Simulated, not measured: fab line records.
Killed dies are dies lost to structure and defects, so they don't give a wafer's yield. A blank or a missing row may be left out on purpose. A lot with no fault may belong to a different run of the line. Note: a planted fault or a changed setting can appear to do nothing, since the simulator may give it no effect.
fab line records -- flow n5Finfet -- part 2 of 2: steps 20 to 29 of 29
record: lots: 5, wafers: 15, lastDay: 16
route steps=1938 shown FIN_CUT@170 STI_FIN_REVEAL@183
lots that met no fault: taken from a fault-free run of the same line
startH: hours from the record's first day to the start of the lot's first wafer shown -- waitH: hours elapsed since this lot's preceding step -- " same as the row above -- L1.1+2: a single row standing in for several wafers -- - either no value or no given start -- * or withheld: withheld -- < > ~ a bound
route shown NAME@n: NAME is a module with steps in the file, n the number in the route of the first one -- usual: mean/standard deviation of fault-free wafers -- same: alike in all rows -- chamber/n: place in a boat -- sites: each site's reading -- _std_site: their standard deviation -- _edge_site: mean of outer sites minus mean of inner sites -- radiusMm: how far each site lies from the wafer's centre -- mask NAME#n: copy n -- behind: the most recent tool/chamber to have shaped the wafer -- hold: what put the lot on hold/how long, in hours/how the hold closed -- device: which transistor (n, p or np) failed to switch -- end of line: tests run on the same wafers once the route is complete -- a step given without rows: its recipe and nothing more -- killed: dies that structure and defects cost at the first sort, which is not the same as the wafer's yield -- map: a wafer's dies, x killed, . not, _ none there
set.NAME: the setting the step ran with; set.NAME@STEP: the setting that earlier step ran with -- model.NAME: the simulator's own value behind a step, which no gauge read
a table for each step, a row for each wafer; lots at some steps of the route
services: the hour from which a tool's chamber was out of use, counted from the record's first day as startH (under 0 if before that day), plus the number of hours and why
== steps ==
step: N5_STI_FIN_REVEAL_DENSIFY_30
recipe: tempC: *, timeS: *, ambient: N2, idleTempC: 600, rampUpCPerS: 150, rampDownCPerS: 60, coolToC: 600
usual: lampPowerPct: 11.53/0.054, lamp_zone_3_pct: 11.528/0.019, wafer_temp_C_max: *
lot.wafer,tool,chamber,startH,waitH,lampPowerPct,lamp_zone_3_pct,wafer_temp_C_max
L080.2,rtpAnneal-02,0,71.13,0.2,11.51,11.562,*
L080.3,rtpAnneal-02,0,71.13,0.2,11.65,11.504,*
L080.6,rtpAnneal-02,0,71.13,0.2,11.62,11.482,*
L082.2,rtpAnneal-01,0,83.54,0.1,11.48,11.532,*
L082.4,rtpAnneal-01,0,83.54,0.1,11.47,11.518,*
L082.6,rtpAnneal-01,0,83.54,0.1,11.42,11.530,*
L087.1,rtpAnneal-02,0,113.70,0.0,11.53,11.508,*
L087.4,rtpAnneal-02,0,113.70,0.0,11.53,11.523,*
L087.5,rtpAnneal-02,0,113.70,0.0,11.41,11.500,*
L088.1,rtpAnneal-02,0,117.47,0.1,11.46,11.527,*
L088.3,rtpAnneal-02,0,117.47,0.1,11.42,11.548,*
L088.5,rtpAnneal-02,0,117.47,0.1,11.55,11.510,*
L091.2,rtpAnneal-01,0,134.67,0.1,11.45,11.553,*
L091.3,rtpAnneal-01,0,134.67,0.1,11.61,11.539,*
L091.5,rtpAnneal-01,0,134.67,0.1,11.46,11.528,*
step: N5_STI_FIN_REVEAL_ETCHBACK_08
recipe: chemistry: C4F6/O2, target: SiO2, targetDepthA: 305, timeS: 10.167, ionEnergyEv: 250, pressureMtorr: 30, sourceW: 345, biasW: 185, Ar_flow_sccm: 300, C4F6_flow_sccm: 10, O2_flow_sccm: 10
usual: biasW: 185.1/0.54, drypumpMotorCurrentA: 5.7/0.44, oesProductAu: 0.76/0.061, rfVppV: 666/4.5, showerheadPlenumPTorr: 2.82/0.041, throttleValvePct: 21.21/0.25
lot.wafer,tool,chamber,startH,waitH,biasW,drypumpMotorCurrentA,oesProductAu,rfHoursCounterH,rfVppV,showerheadPlenumPTorr,throttleValvePct
L080.2,rieDiel-01,3,71.46,0.3,185.8,4.8,0.78,153,670,2.85,21.33
L080.3,rieDiel-01,2,71.46,0.3,185.2,5.7,0.70,224,659,2.82,21.54
L080.6,rieDiel-01,2,71.46,0.3,185.7,5.7,0.69,-,658,2.82,21.57
L082.2,rieDiel-02,3,83.72,0.2,184.6,6.1,0.81,85,665,2.88,21.05
L082.4,rieDiel-02,1,83.72,0.2,185.0,6.1,0.76,130,672,2.86,20.92
L082.6,rieDiel-02,0,83.72,0.2,184.8,5.7,0.82,-,665,2.77,21.18
L087.1,rieDiel-02,1,114.00,0.3,184.9,6.1,0.75,139,671,2.85,20.93
L087.4,rieDiel-02,0,114.00,0.3,185.0,5.6,0.81,91,665,2.77,21.19
L087.5,rieDiel-02,1,114.00,0.3,186.1,6.1,0.74,-,670,2.85,20.93
L088.1,rieDiel-01,1,117.68,0.2,185.1,5.7,0.70,216,669,2.81,21.20
L088.3,rieDiel-01,2,117.68,0.2,184.8,5.7,0.68,242,660,2.81,21.58
L088.5,rieDiel-01,0,117.68,0.2,184.7,6.5,0.91,-,666,2.79,20.71
L091.2,rieDiel-05,1,134.85,0.2,185.0,6.0,0.71,238,671,2.81,21.21
L091.3,rieDiel-05,3,134.85,0.2,185.2,5.8,0.72,198,664,2.82,21.58
L091.5,rieDiel-05,1,134.85,0.2,186.9,6.0,0.71,-,672,2.81,21.21
step: N5_STI_FIN_REVEAL_STRIP_24
recipe: chemistry: N2/H2, timeS: 90, powerW: 100, tempC: 40, pressureMtorr: 100, rfFrequencyHz: 6e+07, biasPowerW: 3, n2FlowSccm: 300, h2FlowSccm: 300
usual: drypumpMotorCurrentA: 5.8/0.44, oesProductAu: 0.76/0.06, rfVppV: 45.2/0.81, showerheadPlenumPTorr: 3.34/0.049, throttleValvePct: 12.25/0.25
lot.wafer,tool,chamber,startH,waitH,drypumpMotorCurrentA,oesProductAu,rfHoursCounterH,rfVppV,showerheadPlenumPTorr,throttleValvePct
L080.2,rieDiel-01,3,71.49,0.0,4.8,0.77,153,45.3,3.37,12.41
L080.3,rieDiel-01,2,71.49,0.0,5.7,0.70,224,44.8,3.34,12.57
L080.6,rieDiel-01,2,71.49,0.0,5.7,0.69,-,44.8,3.34,12.58
L082.2,rieDiel-02,3,83.76,0.0,6.1,0.79,85,44.2,3.41,12.04
L082.4,rieDiel-02,1,83.76,0.0,6.1,0.75,130,43.6,3.40,12.03
L082.6,rieDiel-02,0,83.76,0.0,5.7,0.82,-,45.6,3.28,12.08
L087.1,rieDiel-02,1,114.04,0.0,6.1,0.75,139,45.4,3.40,12.05
L087.4,rieDiel-02,0,114.04,0.0,5.7,0.80,91,45.4,3.27,12.10
L087.5,rieDiel-02,1,114.04,0.0,6.1,0.73,-,45.4,3.40,12.05
L088.1,rieDiel-01,1,117.72,0.0,5.8,0.70,216,43.8,3.34,12.42
L088.3,rieDiel-01,2,117.72,0.0,5.7,0.67,242,45.1,3.33,12.62
L088.5,rieDiel-01,0,117.72,0.0,6.5,0.91,-,45.4,3.32,11.69
L091.2,rieDiel-05,1,134.89,0.0,6.0,0.71,238,44.9,3.31,12.30
L091.3,rieDiel-05,3,134.89,0.0,5.8,0.72,198,45.6,3.34,12.57
L091.5,rieDiel-05,1,134.89,0.0,6.0,0.72,-,45.2,3.31,12.30
step: N5_STI_FIN_REVEAL_PRECLEAN_25
recipe: chemistry: SPM, timeS: 90, tempC: 120, mix: 4:1
lot.wafer,tool,chamber,startH,waitH
L080.2+3+6,wetBench-04,"7,6,2",71.94,0.4
L082.2+4+6,wetBench-04,"5,6,4",83.88,0.1
L087.1+4+5,wetBench-06,"0,4,2",114.16,0.1
L088.1+3+5,wetBench-03,"5,6,4",117.84,0.1
L091.2+3+5,wetBench-04,"2,3,1",135.01,0.1
step: N5_STI_FIN_REVEAL_PRECLEAN_26
recipe: chemistry: SC1, timeS: 45, tempC: 46, mix: 1:2:100
lot.wafer,tool,chamber,startH,waitH
L080.2+3+6,wetBench-04,"7,6,2",71.97,0.0
L082.2+4+6,wetBench-04,"5,6,4",83.91,0.0
L087.1+4+5,wetBench-06,"0,4,2",114.19,0.0
L088.1+3+5,wetBench-03,"5,6,4",117.87,0.0
L091.2+3+5,wetBench-04,"2,3,1",135.04,0.0
step: N5_STI_FIN_REVEAL_PRECLEAN_29
recipe: chemistry: DHF, timeS: 30, tempC: 25, dilution: 300:1
lot.wafer,tool,chamber,startH,waitH
L080.2+3+6,wetBench-04,"7,6,2",71.98,0.0
L082.2+4+6,wetBench-04,"5,6,4",83.92,0.0
L087.1+4+5,wetBench-06,"0,4,2",114.20,0.0
L088.1+3+5,wetBench-03,"5,6,4",117.88,0.0
L091.2+3+5,wetBench-04,"2,3,1",135.05,0.0
step: N5_STI_FIN_REVEAL_SRD_12
recipe: timeS: 30, tempC: 23, rinseLiquid: diw, dry: ipaMarangoni
lot.wafer,tool,chamber,startH,waitH
L080.2+3+6,wetBench-04,"7,6,2",71.99,0.0
L082.2+4+6,wetBench-04,"5,6,4",83.93,0.0
L087.1+4+5,wetBench-06,"0,4,2",114.21,0.0
L088.1+3+5,wetBench-03,"5,6,4",117.89,0.0
L091.2+3+5,wetBench-04,"2,3,1",135.06,0.0
step: N5_STI_FIN_REVEAL_RECESS_09
recipe: chemistry: HF/NH3, target: SiO2, afsCycles: 11, targetDepthA: 425, tempC: 30, sublimationTempC: 180, sublimationTimeS: 60
usual: drypumpMotorCurrentA: 6.1/0.34
same: sublimationTimeS: 60
lot.wafer,tool,chamber,startH,waitH,drypumpMotorCurrentA
L080.2,vaporEtch-02,1,72.04,0.0,5.9
L080.3,vaporEtch-02,0,72.04,0.0,6.4
L080.6,vaporEtch-02,0,72.04,0.0,6.4
L082.2,vaporEtch-02,1,83.98,0.0,5.9
L082.4,vaporEtch-02,1,83.98,0.0,5.9
L082.6,vaporEtch-02,0,83.98,0.0,6.3
L087.1,vaporEtch-02,1,114.25,0.0,5.9
L087.4,vaporEtch-02,1,114.25,0.0,5.9
L087.5,vaporEtch-02,1,114.25,0.0,5.9
L088.1,vaporEtch-02,1,117.94,0.0,5.9
L088.3,vaporEtch-02,0,117.94,0.0,6.4
L088.5,vaporEtch-02,0,117.94,0.0,6.3
L091.2,vaporEtch-02,0,135.11,0.0,6.4
L091.3,vaporEtch-02,0,135.11,0.0,6.4
L091.5,vaporEtch-02,0,135.11,0.0,6.4
step: N5_STI_FIN_REVEAL_STRIP_16
recipe: chemistry: H3PO4, material: SiNx, tempC: 165, targetDepthA: 238, overetchFraction: 0.4964, dry: ipaMarangoni
lot.wafer,tool,chamber,startH,waitH
L080.2+3+6,wetBench-06,"7,6,5",73.65,1.1
L082.2+4+6,wetBench-03,"0,1,6",85.59,1.1
L087.1+4+5,wetBench-03,"2,3,1",115.87,1.1
L088.1+3+5,wetBench-06,"0,5,3",119.56,1.1
L091.2+3+5,wetBench-04,"6,0,5",136.72,1.1
step: N5_STI_FIN_REVEAL_PRECLEAN_17
recipe: chemistry: NF3:NH3, afsCycles: 1, tempC: 30, timeS: 20, sublimationTempC: 180, sublimationTimeS: 60, pressureTorr: 3, rfPowerW: 30
same: sublimationTimeS: 60
lot.wafer,tool,chamber,startH,waitH
L080.2+3+6,remotePlasma-02,0,73.98,0.1
L082.2+4+6,remotePlasma-02,0,85.89,0.1
L087.1+4+5,remotePlasma-01,0,116.16,0.0
L088.1+3+5,remotePlasma-01,1,119.83,0.0
L091.2+3+5,remotePlasma-01,0,137.02,0.1
== services ==
tool,chamber,startH,hours,kind
rieSi-02,0,44.25,2.0,repair
rieDiel-01,1,50.00,2.5,repair
cmp-01,-,54.66,2.2,repair
rieDiel-02,-,55.82,15.6,pm
cmp-01,-,58.28,3.1,repair
rieSi-05,1,59.26,2.9,repair
rieDiel-05,0,62.35,5.0,repair
furnace-02,-,67.46,6.2,repair
aldSin-01,-,81.84,0.7,repair
aldSin-02,-,85.65,14.0,pm
rieDiel-01,1,88.68,15.3,repair
wetBench-06,-,91.50,6.0,repair
cmp-04,-,95.41,4.0,pm
rieDiel-03,2,103.59,-,clean
rieDiel-03,2,103.59,-,consumableReplace:focusRing
rtpAnneal-01,-,106.47,4.9,repair
aldSin-02,-,108.99,2.8,pm
rieSi-05,2,110.76,3.6,repair
rieDiel-06,1,114.71,23.0,repair
rieDiel-06,3,114.84,4.0,repair
cmp-02,-,121.46,6.8,pm
rieDiel-01,1,126.77,8.7,repair
rtpAnneal-02,-,129.34,3.2,pm
fcvd-01,-,129.83,0.2,repair
